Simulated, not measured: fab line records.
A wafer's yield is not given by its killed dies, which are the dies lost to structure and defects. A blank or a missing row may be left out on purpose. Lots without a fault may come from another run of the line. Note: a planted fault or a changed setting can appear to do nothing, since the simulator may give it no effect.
Chamber matching	flow n5-finfet	rie-diel-05 running N5_BEOL_M0_SAQP_DESCUM_19: 4 sister chambers
The step chemistry O2, time 7.9 s. 8 wafers are shown with their chamber, then 8 later ones without.

EACH WAFER AND ITS CHAMBER
wafer	chamber	drypump-motor-current-A (A)	oes-product-au (a.u.)
L079.1	2	5.32	0.75
L079.6	0	5.49	1.02
L080.1	2	5.33	0.75
L080.2	3	6.00	0.84
L080.6	3	5.98	0.84
L082.2	0	5.50	1.01
L082.5	1	5.78	0.73
L088.1	1	5.73	0.74

WAFERS WHOSE CHAMBER IS MISSING
wafer	drypump-motor-current-A (A)	oes-product-au (a.u.)
L088.2	5.97	0.82
L088.3	5.33	0.72
L088.4	5.48	0.96
L088.5	5.75	0.73
L088.6	5.32	0.72
L092.1	5.79	0.73
L092.3	5.33	0.72
L092.4	5.50	0.94

EACH ONE'S CHAMBER
wafer	from the rows above	in truth
L088.2	3	3
L088.3	2	2
L088.4	0	0
L088.5	1	1
L088.6	2	2
L092.1	1	1
L092.3	2	2
L092.4	0	0
Placed correctly: 8 of 8. Can't be placed from these rows: 0. 0 placed wrongly.
How it was worked out, from the rows above alone: a wafer's distance from a chamber is the root of the sum, over the readings, of the square of ((its reading less the chamber's mean) divided by the reading's scatter). If the next closest chamber is less than 2 further off than the closest, the wafer can't be placed; otherwise it belongs to the closest. A chamber's mean is the mean of its shown wafers. How the scatter is found: for the shown wafers, subtract from each reading the mean of its chamber, square and add these, divide the total by (wafers less chambers), then take the root.
